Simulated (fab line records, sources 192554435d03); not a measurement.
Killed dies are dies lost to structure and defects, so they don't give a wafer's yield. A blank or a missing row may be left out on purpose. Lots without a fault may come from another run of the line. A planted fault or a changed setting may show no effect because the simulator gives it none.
Chamber matching | flow n5_finfet | N5_BEOL_M3_STRIP_36 on rie_diel-04: 4 sister chambers
The step strips in N2/H2. 4 wafers are shown with their chamber, then 9 later ones without.

WAFERS WITH THEIR CHAMBER
wafer  | chamber | showerhead_plenum_p_Torr (Torr)
L076.3 | 1       | 2.53
L082.2 | 3       | 2.55
L082.3 | 2       | 2.42
L082.6 | 0       | 2.59

WAFERS WITHOUT THEIR CHAMBER
wafer  | showerhead_plenum_p_Torr (Torr)
L091.1 | 2.42
L091.2 | 2.54
L091.3 | 2.58
L091.4 | 2.51
L091.5 | 2.51
L091.6 | 2.42
L094.2 | 2.57
L094.3 | 2.51
L094.5 | 2.41

WHICH CHAMBER EACH WENT THROUGH
wafer  | from the rows above          | in truth
L091.1 | 2                            | 2
L091.2 | can't be placed: 3 or 1      | 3
L091.3 | can't be placed: 0 or 3      | 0
L091.4 | can't be placed: 1 or 3      | 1
L091.5 | can't be placed: 1 or 3      | 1
L091.6 | 2                            | 2
L094.2 | can't be placed: 0 or 3 or 1 | 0
L094.3 | can't be placed: 1 or 3      | 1
L094.5 | 2                            | 2
Placed correctly: 3 of 9. Can't be placed from these rows: 6 (the true chamber is among the candidates in 6). Placed wrongly: 0.
How it was worked out, from the rows above alone: a wafer's distance from a chamber is the root of the sum, over the readings, of the square of ((its reading less the chamber's mean) divided by the reading's scatter). The wafer belongs to the nearest chamber; if the next one is less than 2 further off, it can't be placed. A chamber's mean is the mean of its shown wafers. The scatter: with one shown wafer a chamber, the root of the mean of the squares of how far each hidden wafer lies from its nearest shown one.
